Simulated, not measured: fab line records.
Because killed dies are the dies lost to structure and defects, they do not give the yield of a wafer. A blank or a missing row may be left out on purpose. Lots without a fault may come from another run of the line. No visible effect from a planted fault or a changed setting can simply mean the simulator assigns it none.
Chamber matching || flow nand harc || 4 sister chambers for NHARC_A_STAIRCASE_ALD_420 on ald hk-01
The step deposits SiO2, target thk 20 nm, pulse time 6 s, ald cycles 200. 8 wafers are shown with their chamber, then 9 later ones without.

== WAFERS, EACH WITH ITS CHAMBER ==
{"wafer": "L075.1", "chamber": 0, "heater power w (W)": 468, "precursor pulse height rel": 0.965}
{"wafer": "L081.2", "chamber": 3, "heater power w (W)": 507, "precursor pulse height rel": 0.984}
{"wafer": "L080.4", "chamber": 3, "heater power w (W)": 505, "precursor pulse height rel": 0.995}
{"wafer": "L085.3", "chamber": 0, "heater power w (W)": 457, "precursor pulse height rel": 0.986}
{"wafer": "L085.6", "chamber": 2, "heater power w (W)": 373, "precursor pulse height rel": 1.004}
{"wafer": "L094.1", "chamber": 1, "heater power w (W)": 549, "precursor pulse height rel": 0.977}
{"wafer": "L094.5", "chamber": 2, "heater power w (W)": 373, "precursor pulse height rel": 0.990}
{"wafer": "L094.6", "chamber": 1, "heater power w (W)": 552, "precursor pulse height rel": 0.990}

== WAFERS WHOSE CHAMBER IS MISSING ==
{"wafer": "L094.2", "heater power w (W)": 461, "precursor pulse height rel": 1.049}
{"wafer": "L094.3", "heater power w (W)": 376, "precursor pulse height rel": 1.013}
{"wafer": "L094.4", "heater power w (W)": 482, "precursor pulse height rel": 1.033}
{"wafer": "L095.4", "heater power w (W)": 545, "precursor pulse height rel": 0.962}
{"wafer": "L095.5", "heater power w (W)": 560, "precursor pulse height rel": 0.998}
{"wafer": "L095.6", "heater power w (W)": 461, "precursor pulse height rel": 1.006}
{"wafer": "L097.3", "heater power w (W)": 377, "precursor pulse height rel": 0.998}
{"wafer": "L097.4", "heater power w (W)": 487, "precursor pulse height rel": 1.000}
{"wafer": "L097.5", "heater power w (W)": 456, "precursor pulse height rel": 0.973}

== THE CHAMBER EACH PASSED THROUGH ==
{"wafer": "L094.2", "from the rows above": 0, "in truth": 0}
{"wafer": "L094.3", "from the rows above": 2, "in truth": 2}
{"wafer": "L094.4", "from the rows above": "can't be placed: 3 or 0", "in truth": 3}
{"wafer": "L095.4", "from the rows above": 1, "in truth": 1}
{"wafer": "L095.5", "from the rows above": 1, "in truth": 1}
{"wafer": "L095.6", "from the rows above": 0, "in truth": 0}
{"wafer": "L097.3", "from the rows above": 2, "in truth": 2}
{"wafer": "L097.4", "from the rows above": "can't be placed: 3 or 0", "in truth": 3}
{"wafer": "L097.5", "from the rows above": 0, "in truth": 0}
Correctly placed: 7 of 9. These rows do not allow placing 2 (true chamber among the candidates in 2). Placed wrongly: 0.
How it was worked out, from the rows above alone: a wafer's distance from a chamber is the root of the sum, over the readings, of the square of ((its reading less the chamber's mean) divided by the reading's scatter). If the next closest chamber is less than 2 further off than the closest, the wafer can't be placed; otherwise it belongs to the closest. Each chamber's mean is taken over the wafers shown for it. How the scatter is found: for the shown wafers, subtract from each reading the mean of its chamber, square and add these, divide the total by (wafers less chambers), then take the root.
